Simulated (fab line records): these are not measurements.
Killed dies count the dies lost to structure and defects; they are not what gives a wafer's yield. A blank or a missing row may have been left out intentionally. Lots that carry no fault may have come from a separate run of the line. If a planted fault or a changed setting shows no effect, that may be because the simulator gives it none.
Split-lot trial || flow n5-finfet || 39 wafers read across 7 lots, on a route 1938 steps long

== THE SPLIT ==
At N5_DUMMY_GATE_ETCH_37 (etches SOC in N2/H2, target depth 60 nm, overetch 30 nm), the setting source-w was moved away from the recipe's 840 W on 12 of the 39 wafers read, by -11.8% to +17.8%. For the rest of the wafers, this setting stayed at what the recipe calls for.

The split's own step is where the reading is taken.

== THE READING ==
rf-vpp-V, in V, at N5_DUMMY_GATE_ETCH_37 (etches SOC in N2/H2, target depth 60 nm, overetch 30 nm). Fault-free wafers of this fab line usually give 523.3 V, standard deviation 2.4 V.

{"wafer": "L074.1", "tool, chamber at the split": "rie-diel-01, 1", "source-w as run, W": 840, "against the recipe": "recipe", "rf-vpp-V, V": 522.6, "against lot-mates on the recipe": "-"}
{"wafer": "L074.2", "tool, chamber at the split": "rie-diel-01, 3", "source-w as run, W": 840, "against the recipe": "recipe", "rf-vpp-V, V": 524.6, "against lot-mates on the recipe": "-"}
{"wafer": "L074.3", "tool, chamber at the split": "rie-diel-01, 0", "source-w as run, W": 840, "against the recipe": "recipe", "rf-vpp-V, V": 526.3, "against lot-mates on the recipe": "-"}
{"wafer": "L074.4", "tool, chamber at the split": "rie-diel-01, 2", "source-w as run, W": 840, "against the recipe": "recipe", "rf-vpp-V, V": 527.3, "against lot-mates on the recipe": "-"}
{"wafer": "L074.5", "tool, chamber at the split": "rie-diel-01, 0", "source-w as run, W": 840, "against the recipe": "recipe", "rf-vpp-V, V": 524.8, "against lot-mates on the recipe": "-"}
{"wafer": "L074.6", "tool, chamber at the split": "rie-diel-01, 1", "source-w as run, W": 840, "against the recipe": "recipe", "rf-vpp-V, V": 521.8, "against lot-mates on the recipe": "-"}
{"wafer": "L077.1", "tool, chamber at the split": "rie-diel-03, 3", "source-w as run, W": 840, "against the recipe": "recipe", "rf-vpp-V, V": 525.9, "against lot-mates on the recipe": "-"}
{"wafer": "L077.2", "tool, chamber at the split": "rie-diel-03, 2", "source-w as run, W": 840, "against the recipe": "recipe", "rf-vpp-V, V": 523.3, "against lot-mates on the recipe": "-"}
{"wafer": "L077.3", "tool, chamber at the split": "rie-diel-03, 0", "source-w as run, W": 840, "against the recipe": "recipe", "rf-vpp-V, V": 524.3, "against lot-mates on the recipe": "-"}
{"wafer": "L077.4", "tool, chamber at the split": "rie-diel-03, 1", "source-w as run, W": 840, "against the recipe": "recipe", "rf-vpp-V, V": 522.3, "against lot-mates on the recipe": "-"}
{"wafer": "L077.5", "tool, chamber at the split": "rie-diel-03, 3", "source-w as run, W": 840, "against the recipe": "recipe", "rf-vpp-V, V": 526.0, "against lot-mates on the recipe": "-"}
{"wafer": "L077.6", "tool, chamber at the split": "rie-diel-03, 2", "source-w as run, W": 840, "against the recipe": "recipe", "rf-vpp-V, V": 522.4, "against lot-mates on the recipe": "-"}
{"wafer": "L078.1", "tool, chamber at the split": "rie-diel-02, 3", "source-w as run, W": 989.4, "against the recipe": "+17.8%", "rf-vpp-V, V": 494.2, "against lot-mates on the recipe": -27.6}
{"wafer": "L078.2", "tool, chamber at the split": "rie-diel-02, 0", "source-w as run, W": 840, "against the recipe": "recipe", "rf-vpp-V, V": 526.0, "against lot-mates on the recipe": "-"}
{"wafer": "L078.3", "tool, chamber at the split": "rie-diel-02, 1", "source-w as run, W": 989.4, "against the recipe": "+17.8%", "rf-vpp-V, V": 494.8, "against lot-mates on the recipe": -27.0}
{"wafer": "L078.4", "tool, chamber at the split": "rie-diel-02, 2", "source-w as run, W": 840, "against the recipe": "recipe", "rf-vpp-V, V": 519.2, "against lot-mates on the recipe": "-"}
{"wafer": "L078.5", "tool, chamber at the split": "rie-diel-02, 3", "source-w as run, W": 989.4, "against the recipe": "+17.8%", "rf-vpp-V, V": 493.6, "against lot-mates on the recipe": -28.2}
{"wafer": "L078.6", "tool, chamber at the split": "rie-diel-02, 2", "source-w as run, W": 840, "against the recipe": "recipe", "rf-vpp-V, V": 520.2, "against lot-mates on the recipe": "-"}
{"wafer": "L083.1", "tool, chamber at the split": "rie-diel-03, 1", "source-w as run, W": 840, "against the recipe": "recipe", "rf-vpp-V, V": 523.6, "against lot-mates on the recipe": "-"}
{"wafer": "L083.2", "tool, chamber at the split": "rie-diel-03, 2", "source-w as run, W": 840, "against the recipe": "recipe", "rf-vpp-V, V": 524.2, "against lot-mates on the recipe": "-"}
{"wafer": "L083.3", "tool, chamber at the split": "rie-diel-03, 0", "source-w as run, W": 747.9, "against the recipe": "-11.0%", "rf-vpp-V, V": 545.2, "against lot-mates on the recipe": "+20.6"}
{"wafer": "L083.4", "tool, chamber at the split": "rie-diel-03, 3", "source-w as run, W": 747.9, "against the recipe": "-11.0%", "rf-vpp-V, V": 546.9, "against lot-mates on the recipe": "+22.3"}
{"wafer": "L083.5", "tool, chamber at the split": "rie-diel-03, 2", "source-w as run, W": 747.9, "against the recipe": "-11.0%", "rf-vpp-V, V": 542.6, "against lot-mates on the recipe": "+18.0"}
{"wafer": "L083.6", "tool, chamber at the split": "rie-diel-03, 3", "source-w as run, W": 840, "against the recipe": "recipe", "rf-vpp-V, V": 526.0, "against lot-mates on the recipe": "-"}
{"wafer": "L089.2", "tool, chamber at the split": "rie-diel-03, 1", "source-w as run, W": 840, "against the recipe": "recipe", "rf-vpp-V, V": 522.8, "against lot-mates on the recipe": "-"}
{"wafer": "L089.5", "tool, chamber at the split": "rie-diel-03, 2", "source-w as run, W": 840, "against the recipe": "recipe", "rf-vpp-V, V": 522.6, "against lot-mates on the recipe": "-"}
{"wafer": "L089.6", "tool, chamber at the split": "rie-diel-03, 1", "source-w as run, W": 840, "against the recipe": "recipe", "rf-vpp-V, V": 522.0, "against lot-mates on the recipe": "-"}
{"wafer": "L094.1", "tool, chamber at the split": "rie-diel-02, 1", "source-w as run, W": 741.1, "against the recipe": "-11.8%", "rf-vpp-V, V": 541.2, "against lot-mates on the recipe": "+17.5"}
{"wafer": "L094.2", "tool, chamber at the split": "rie-diel-02, 2", "source-w as run, W": 741.1, "against the recipe": "-11.8%", "rf-vpp-V, V": 541.7, "against lot-mates on the recipe": "+18.0"}
{"wafer": "L094.3", "tool, chamber at the split": "rie-diel-02, 0", "source-w as run, W": 840, "against the recipe": "recipe", "rf-vpp-V, V": 524.9, "against lot-mates on the recipe": "-"}
{"wafer": "L094.4", "tool, chamber at the split": "rie-diel-02, 0", "source-w as run, W": 840, "against the recipe": "recipe", "rf-vpp-V, V": 525.3, "against lot-mates on the recipe": "-"}
{"wafer": "L094.5", "tool, chamber at the split": "rie-diel-02, 2", "source-w as run, W": 741.1, "against the recipe": "-11.8%", "rf-vpp-V, V": 541.6, "against lot-mates on the recipe": "+17.9"}
{"wafer": "L094.6", "tool, chamber at the split": "rie-diel-02, 1", "source-w as run, W": 840, "against the recipe": "recipe", "rf-vpp-V, V": 520.8, "against lot-mates on the recipe": "-"}
{"wafer": "L097.1", "tool, chamber at the split": "rie-diel-02, 2", "source-w as run, W": 840, "against the recipe": "recipe", "rf-vpp-V, V": 520.5, "against lot-mates on the recipe": "-"}
{"wafer": "L097.2", "tool, chamber at the split": "rie-diel-02, 1", "source-w as run, W": 786.7, "against the recipe": "-6.3%", "rf-vpp-V, V": 530.1, "against lot-mates on the recipe": "+7.9"}
{"wafer": "L097.3", "tool, chamber at the split": "rie-diel-02, 3", "source-w as run, W": 840, "against the recipe": "recipe", "rf-vpp-V, V": 521.3, "against lot-mates on the recipe": "-"}
{"wafer": "L097.4", "tool, chamber at the split": "rie-diel-02, 0", "source-w as run, W": 840, "against the recipe": "recipe", "rf-vpp-V, V": 524.8, "against lot-mates on the recipe": "-"}
{"wafer": "L097.5", "tool, chamber at the split": "rie-diel-02, 3", "source-w as run, W": 786.7, "against the recipe": "-6.3%", "rf-vpp-V, V": 533.1, "against lot-mates on the recipe": "+10.9"}
{"wafer": "L097.6", "tool, chamber at the split": "rie-diel-02, 2", "source-w as run, W": 786.7, "against the recipe": "-6.3%", "rf-vpp-V, V": 532.3, "against lot-mates on the recipe": "+10.1"}

THE FIT
A straight line over all 39 wafers: rf-vpp-V changes by -1.66 V for each +1% of source-w; r = -0.98; the points scatter about the line by 2.2 V.
The same after taking each lot's own level away (the mean of its wafers on the recipe; 39 wafers): -1.6 V for each +1%; r = -0.99; scatter 1.9 V.
According to that fit, moving source-w by its largest amount changes the reading by 28 V.
From 521.80 to 524.60 V: that is the span of the lots' own levels, equal to 1.2 times the standard deviation above.
The two slopes agree, so the slope changes little with the lot-to-lot level.
Check: -28.4 V against its lot-mates is what the line predicts for one of the wafers moved furthest among these (+17.8%) when that wafer is left out of the fit. Against them it came out at -27.6 V.
Tool readings at the split's step, against how far the setting was moved: rf-vpp-V r = -0.98.

== THE OTHER SPLITS THESE WAFERS WENT THROUGH ==
Note: prior to the reading, these wafers also went through further splits. Each is held against what the fit with the lots' levels taken away leaves over:
{"other split on the same wafers": "N5_WELL_APT_EPI_41 target-thk-a", "wafers away from the commonest value": 18, "r with rf-vpp-V (lot level and that fit taken away)": -0.13}

== THE FILE'S OWN FIT ==
rf-vpp-V changes by -1.6 V for each +1% of source-w, r = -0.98.
